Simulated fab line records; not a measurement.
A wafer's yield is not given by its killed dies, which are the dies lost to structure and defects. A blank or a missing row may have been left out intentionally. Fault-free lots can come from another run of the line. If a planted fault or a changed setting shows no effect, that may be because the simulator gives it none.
Comparing a struck lot with a sound one | flow nand_harc | 22 steps out of a route of 1159
Sound: wafers L624.3, L624.5, L624.6. Struck: wafers L612.2, L612.4. The cause is named last.
For every step that has rows: the tool of each side, followed by ch and its chambers, followed by its first start. Under that, the readings that differ: sound wafers | struck wafers | difference of the means | sigmas: that difference in standard deviations of wafers without a fault.
alike: readings with means less than 2 such deviations apart, plus words and numbers identical on both sides. not compared: withheld readings, readings lacking a value on some wafer, bounds such as >300 that could conceal the same value, and numbers that have no deviation in the record and whose values overlap.
The two part at a step that has a row with sigmas, a row that says differs or no value, or rows on one side only. Numbers that don't overlap but have no deviation are shown without sigmas and don't part them. A reading missing from all wafers of one side parts the sides only when that side holds two or more wafers.

NHARC_A_CONTACT_CMP_20: polishes, t overpolish 30 s, target thk 300 nm.
  sound on cmp-01 ch 1,2,3, day 22 22:02; struck on cmp-02 ch 1,3, day 20 03:34
  alike: motor_current_A, overpolish_run_s, time_to_endpoint_s
then, 1 step without rows for these wafers: NHARC_A_CONTACT_SRD_22.
NHARC_A_CONTACT_INSPECT_23:
  sound on defect_inspect-02 at day 22 22:22; struck on defect_inspect-02 at day 20 03:58
  alike: raw_defect_count
then, 8 steps without rows for these wafers: NHARC_A_BLC_DEHYDRATE_00 (time 120 s); NHARC_A_BLC_HMDS_01 (time 30 s); NHARC_A_BLC_COAT_02 (time 75 s); NHARC_A_BLC_COAT_03 (time 65 s); NHARC_A_BLC_COAT_04 (resist thk 90 nm); NHARC_A_BLC_SOFTBAKE_05 (time 55 s); NHARC_A_BLC_EBR_06; NHARC_A_BLC_EXPOSE_07 (exposes mask A BLC, target cd 100 nm).
NHARC_A_BLC_PEB_08: peb time 65 s.
  sound on litho_track-06 ch 0, day 22 22:47; struck on litho_track-04 ch 0, day 20 04:23
then, 1 step without rows for these wafers: NHARC_A_BLC_DEVELOP_09 (develop time 35 s).
NHARC_A_BLC_CD_MEAS_10: target cd 100 nm.
  sound on cd_sem-03 ch 0, day 22 22:52; struck on cd_sem-03 ch 0, day 20 04:28
  reading    | sound             | struck      | difference | sigmas
  cd_nm (nm) | 100.9 100.7 101.5 | 110.5 111.5 | +10.0      | +17
NHARC_A_BLC_OVL_MEAS_11:
  sound on overlay-01 at day 22 22:57; struck on overlay-02 at day 20 04:33
  alike: overlay_x_nm, overlay_y_nm
NHARC_A_BLC_INSPECT_12:
  sound on defect_inspect-02 at day 22 22:59; struck on defect_inspect-02 at day 20 04:35
  reading          | sound    | struck | difference | sigmas
  raw_defect_count | 54 47 42 | 10 13  | -36        | -3
NHARC_A_BLC_DESCUM_15: chemistry O2, time 3 s.
  sound on rie_diel-02 ch 1,2,3, day 22 23:03; struck on rie_diel-08 ch 0,3, day 20 04:40
  reading                | sound             | struck    | difference | sigmas
  model.A_BLC.cd_nm (nm) | 100.4 101.5 100.7 | 110 111.7 | +10        |
  alike: drypump_motor_current_A, oes_product_au, rf_vpp_V, showerhead_plenum_p_Torr, throttle_valve_pct
  not compared: rf_hours_counter_h
NHARC_A_BLC_ETCH_16: etches the open film in CF4, target depth 39 nm, time 65 s.
  sound on rie_diel-02 ch 2,3, day 22 23:10; struck on rie_diel-08 ch 0,1, day 20 04:45
  alike: cf4_flow_sccm, drypump_motor_current_A, oes_product_au, rf_fwd_power_W, rf_vpp_V, showerhead_plenum_p_Torr, throttle_valve_pct
  not compared: rf_hours_counter_h
NHARC_A_BLC_ETCH_17: etches the open film in N2/H2, target depth 390 nm, time 609.38 s.
  sound on rie_diel-02 ch 2,3; struck on rie_diel-08 ch 0,3
  alike: drypump_motor_current_A, oes_product_au, rf_fwd_power_W, rf_vpp_V, showerhead_plenum_p_Torr, throttle_valve_pct
  not compared: rf_hours_counter_h
NHARC_A_BLC_ETCH_18: etches the open film in C4F8/O2/Ar, target depth 910 nm.
  sound on rie_diel-02 ch 1,2,3; struck on rie_diel-08 ch 0,1
  reading                | sound             | struck      | difference | sigmas
  oes_product_au (a.u.)  | 0.977 0.979 0.963 | 0.912 0.930 | -0.052     | -2
  model.A_BLC.cd_nm (nm) | 101 98.07 101.3   | 107.3 114.5 | +10.8      |
  alike: rf_fwd_power_W, rf_vpp_V
  not compared: rf_hours_counter_h
NHARC_A_BLC_CD_MEAS_19:
  sound on cd_sem-03 at day 23 00:13; struck on cd_sem-03 at day 20 05:41
  reading    | sound            | struck      | difference | sigmas
  cd_nm (nm) | 101.3 98.1 101.3 | 107.3 114.2 | +10.5      | +6
-- break in the record here, with 2 days between the starts of the struck wafers on either side (left off in module A_BLC, picked up again in module END, where the first step shown is number 1159 on the route) --
NHARC_END_SORT_01:
  at this point the record logs the struck wafers (prober-01 ch 0, day 22 10:29) and has no rows for the sound ones

WHERE THEY PART
At NHARC_A_BLC_CD_MEAS_10 first; at NHARC_END_SORT_01 last (within this record only).

WHY: what had been put in by the simulator
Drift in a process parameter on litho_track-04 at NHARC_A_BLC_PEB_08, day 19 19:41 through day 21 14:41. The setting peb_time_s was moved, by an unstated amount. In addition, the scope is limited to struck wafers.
